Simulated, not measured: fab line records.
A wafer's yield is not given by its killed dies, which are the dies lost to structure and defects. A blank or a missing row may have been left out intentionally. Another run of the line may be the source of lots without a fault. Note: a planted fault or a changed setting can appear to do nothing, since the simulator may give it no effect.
A single fault, viewed from 2 desks | flow nandHarc | each desk holds nothing but its own numbers, with what lay behind them at the end

== TOOL OWNER'S DESK, lithoTrack-01 ==
Per lot that ran on this tool, the mean of the sampled wafers carrying a number, from the tool's own readings at NHARC_A_M0_SOFTBAKE_04 (time 55 s). Any lot whose mean is over 4 standard deviations away from the usual mean is out of limits and marked OUT; that distance is given in the brackets.
Columns: A = heaterPowerTotalW at NHARC_A_M0_SOFTBAKE_04, usual 188.46 W
lot  | first seen here | A
L833 | day 24 22:00    | 210.21 (+99 or more) OUT
L835 | day 25 17:00    | 210.20 (+99 or more) OUT
L841 | day 28 21:00    | 188.44
L846 | day 29 21:00    | 188.40
L845 | day 29 23:00    | 188.52
L847 | day 30 17:00    | 188.44
L850 | day 32 13:00    | 188.39
This desk's verdict: out of limits on L833, L835, starting with L833 at day 24 22:00 (heaterPowerTotalW at NHARC_A_M0_SOFTBAKE_04). Within limits: L841, L846, L845, L847, L850.

== AT THE METROLOGY DESK ==
Means of the sampled wafers that have a number, per lot and without regard to the tool the lot ran on: this is what the gauges read. Any lot whose mean is over 4 standard deviations away from the usual mean is out of limits and marked OUT; that distance is given in the brackets.
Columns: A = cdNm at NHARC_A_BLC_CD_MEAS_19, usual 99 nm
lot  | first seen here | A
L833 | day 24 20:02    | 99
L834 | day 25 13:08    | 99
L835 | day 25 15:23    | 101
L840 | day 27 19:26    | 96
L844 | day 28 16:39    | 98
L841 | day 28 18:21    | 99
L843 | day 29 15:02    | 98
L846 | day 29 18:38    | 99
L845 | day 29 20:45    | 97
L847 | day 30 15:26    | 95
L849 | day 31 14:21    | 100
L850 | day 32 11:05    | 100
Result from this desk: across the 12 lots, nothing is out of limits.

== ALL TOGETHER ==
The tool owner's desk had the chance to raise an alarm at day 24 22:00 on L833, L835.
The metrology desk saw nothing out of limits.
The metrology desk holds a record of L833, L835, inside its limits.
All the named lots went through NHARC_A_M0_SOFTBAKE_04 on lithoTrack-01.

== WHAT WAS PUT IN BY THE SIMULATOR ==
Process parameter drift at NHARC_A_M0_SOFTBAKE_04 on lithoTrack-01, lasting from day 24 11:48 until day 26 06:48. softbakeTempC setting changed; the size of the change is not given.
Shown lots that were struck: L833, L835.
Delay in hours, fault start to first out-of-limits reading, by desk: the tool owner's desk at 10.
